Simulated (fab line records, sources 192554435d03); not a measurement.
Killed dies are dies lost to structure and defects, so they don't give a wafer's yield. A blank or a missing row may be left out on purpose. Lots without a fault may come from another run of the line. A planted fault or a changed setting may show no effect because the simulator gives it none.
A struck lot beside a sound one | flow n5_finfet | 23 steps out of a route of 1938
Sound: wafers L799.1, L799.2, L799.5. Struck: wafers L817.3, L817.4, L817.5. The cause comes at the end.
At each step with rows: each side's tool, then ch and its chambers, then its first start. Under that, the readings that differ: sound wafers | struck wafers | difference of the means | sigmas: that difference in standard deviations of wafers without a fault.
alike: readings whose means differ by less than 2 such deviations, and words and numbers that are the same on both sides. not compared: withheld readings, readings that some wafer has no value for, bounds like >300 that may hide the same value, and numbers for which the record gives no deviation and whose values overlap.
The two part at a step that has a row with sigmas, a row that says differs or no value, or rows on one side only. Numbers that don't overlap but have no deviation are shown without sigmas and don't part them. A reading that every wafer of one side lacks parts them only if that side has two wafers or more.

first, 9 steps without rows for these wafers: N5_GATE_CUT_VAPOR_ETCH_51 (etches HfO2 in BCl3/Cl2); N5_GATE_CUT_STRIP_21 (strips in N2/H2, time 30 s); N5_GATE_CUT_STRIP_29 (strips in post etch residue remover, time 60 s); N5_GATE_CUT_SRD_52 (time 30 s); N5_GATE_CUT_ALD_22 (deposits SiNx, target thk 16 nm, pulse time 1 s, ald cycles 320); N5_GATE_CUT_CMP_23 (polishes, stops on SiO2, t overpolish 23.4 s, target thk 16 nm); N5_GATE_CUT_CMP_43 (polishes SiO2); N5_GATE_CUT_CMP_61 (polishes, stops on SiNx, t overpolish 3 s); N5_MOL_CONTACT_COAG_COAT_103 (time 60 s, resist thk 80 nm).
N5_MOL_CONTACT_COAG_COAT_104: time 60 s, resist thk 12 nm.
  sound on litho_track-02 ch 0, day 4 23:35; struck on litho_track-02 ch 0, day 9 08:38
  reading              | sound                | struck               | difference | sigmas
  spin_speed_rpm (rpm) | 1500.9 1500.9 1500.2 | 1450.6 1451.7 1451.7 | -49.3      | -49
  alike: heater_power_total_W
then, 9 steps without rows for these wafers: N5_MOL_CONTACT_COAG_COAT_58 (time 60 s, resist thk 10 nm); N5_MOL_CONTACT_COAG_COAT_02 (resist thk 30 nm); N5_MOL_CONTACT_COAG_EBR_04; N5_MOL_CONTACT_COAG_SOFTBAKE_03 (time 60 s); N5_MOL_CONTACT_COAG_EXPOSE_05 (exposes mask CA, defocus 0 nm); N5_MOL_CONTACT_COAG_PEB_06 (peb time 60 s); N5_MOL_CONTACT_COAG_DEVELOP_07 (develop time 30 s); N5_MOL_CONTACT_COAG_DESCUM_13 (chemistry O2, time 7 s); N5_MOL_CONTACT_COAG_ETCH_59 (etches underlayer in N2/H2, target depth 13 nm, time 10.4 s).
N5_MOL_CONTACT_COAG_ETCH_105: etches SiARC in CF4, target depth 15.6 nm, time 26 s.
  sound on rie_diel-06 ch 1,3, day 5 00:11; struck on rie_diel-06 ch 0,1,2, day 9 09:40
  reading                  | sound             | struck            | difference | sigmas
  model.etch.depth_nm (nm) | 11.99 12.01 12.03 | 12.26 12.24 12.21 | +0.23      |
  alike: drypump_motor_current_A, etch_rf_on_time_s, oes_product_au, rf_fwd_power_W, rf_vpp_V, showerhead_plenum_p_Torr, throttle_valve_pct
  not compared: rf_hours_counter_h
then, 1 step without rows for these wafers: N5_MOL_CONTACT_COAG_ETCH_106 (etches SOC in N2/H2, target depth 80 nm, overetch 16 nm, time 120 s).
-- the record jumps here: 3 days lie between the struck wafers' starts before and after (it left off in module MOL_CONTACT_COAG and takes up again in module BEOL_M4, whose first step shown is number 1111 of the route) --
N5_BEOL_M4_RC_MEAS_101:
  sound on prober-01 ch 0, day 8 14:40; struck on prober-02 ch 0, day 12 21:37
  alike: DIBL_N, DIBL_P, IOFF_N, IOFF_P, ION_N, ION_P, SS_N, SS_P, VT_N, VT_P
then, 1 step without rows for these wafers: N5_PASSIVATION_PROBE_49.

WHERE THEY PART
Only at N5_MOL_CONTACT_COAG_COAT_104, within this record. Later steps at which nothing parts them and some readings are alike: N5_MOL_CONTACT_COAG_ETCH_105, N5_BEOL_M4_RC_MEAS_101.

WHY: what the simulator had put in
Process parameter drift: litho_track-02, from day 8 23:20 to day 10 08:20, at N5_MOL_CONTACT_COAG_COAT_104. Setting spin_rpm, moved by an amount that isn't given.
